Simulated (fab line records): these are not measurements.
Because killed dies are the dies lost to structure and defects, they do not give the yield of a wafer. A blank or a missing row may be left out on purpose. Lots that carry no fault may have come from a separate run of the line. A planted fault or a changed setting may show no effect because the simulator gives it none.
A struck lot beside a sound one    flow n5Finfet    14 steps out of a route of 1938
Sound: the wafers L920.2, L920.3, L920.4. The struck wafers were L919.2, L919.4, L919.6. Last of all comes the cause.
Order at every step that has rows: each side's tool, ch and its chambers, its first start. Under that, the readings that differ: sound wafers    struck wafers    difference of the means    sigmas: that difference in standard deviations of wafers without a fault.
alike: same words and numbers on both sides, and readings whose means sit less than 2 such deviations apart. not compared: any withheld reading, any reading some wafer has no value for, any bound like >300 that may hide the same value, and any number with overlapping values for which the record gives no deviation.
A row with sigmas, a row that says differs or no value, or rows on one side alone: a step with any of these is where the two part. Numbers that don't overlap but have no deviation are shown without sigmas and don't part them. Lack of a reading on every wafer of one side parts them only where that side has two or more wafers.

N5_WELL_APT_OVL_MEAS_09:
  sound on overlay-01 ch 0, day 5 07:53; struck on overlay-02 ch 0, day 5 01:44
reading         sound    struck   difference  sigmas
NWELL_OVL (nm)  3 -4 -1  4 15 21  +14         +2
N5_WELL_APT_INSPECT_10: inspects for defects (macro).
  sound on defectInspect-01, day 5 07:54; struck on defectInspect-02, day 5 01:45
  alike: rawDefectCount
N5_WELL_APT_DESCUM_13: chemistry O2, time 7.9 s.
  sound on rieDiel-05 ch 1,2,3, day 5 07:58; struck on rieDiel-02 ch 0,1,3, day 5 01:47
  alike: drypumpMotorCurrentA, oesProductAu, rfVppV, showerheadPlenumPTorr, throttleValvePct
  not compared: rfHoursCounterH
then, 9 steps without rows for these wafers: N5_WELL_APT_IMPLANT_14; N5_WELL_APT_IMPLANT_15; N5_WELL_APT_STRIP_16 (strips in SPM, time 900 s); N5_WELL_APT_HMDS_18 (time 60 s); N5_WELL_APT_COAT_19 (resist thk 950 nm); N5_WELL_APT_EBR_21; N5_WELL_APT_SOFTBAKE_20 (time 60 s); N5_WELL_APT_EXPOSE_22 (exposes mask PWELL, defocus 0 nm, target cd 200 nm); N5_WELL_APT_PEB_23 (peb time 90 s).
N5_WELL_APT_DEVELOP_24: develop time 45 s.
  sound on lithoTrack-05 ch 0, day 5 09:02; struck on lithoTrack-03, day 5 02:50
  no value came back on the struck wafers for chillPlateTempC (C), developTimeS (s); on the sound wafers chillPlateTempC (C) reads 22.85 22.83 22.98
reading                                    sound          struck           difference  sigmas
model.coat_of_WELL_APT_COAT_19.thkNm (nm)  935 935 934.1  946.1 947 945.2  +11.4       
then, 1 step without rows for these wafers: N5_WELL_APT_HARDBAKE_29 (time 120 s).

## WHERE THEY PART
Earliest at N5_WELL_APT_OVL_MEAS_09; latest, in this record, at N5_WELL_APT_DEVELOP_24.

WHY: what had been put in by the simulator
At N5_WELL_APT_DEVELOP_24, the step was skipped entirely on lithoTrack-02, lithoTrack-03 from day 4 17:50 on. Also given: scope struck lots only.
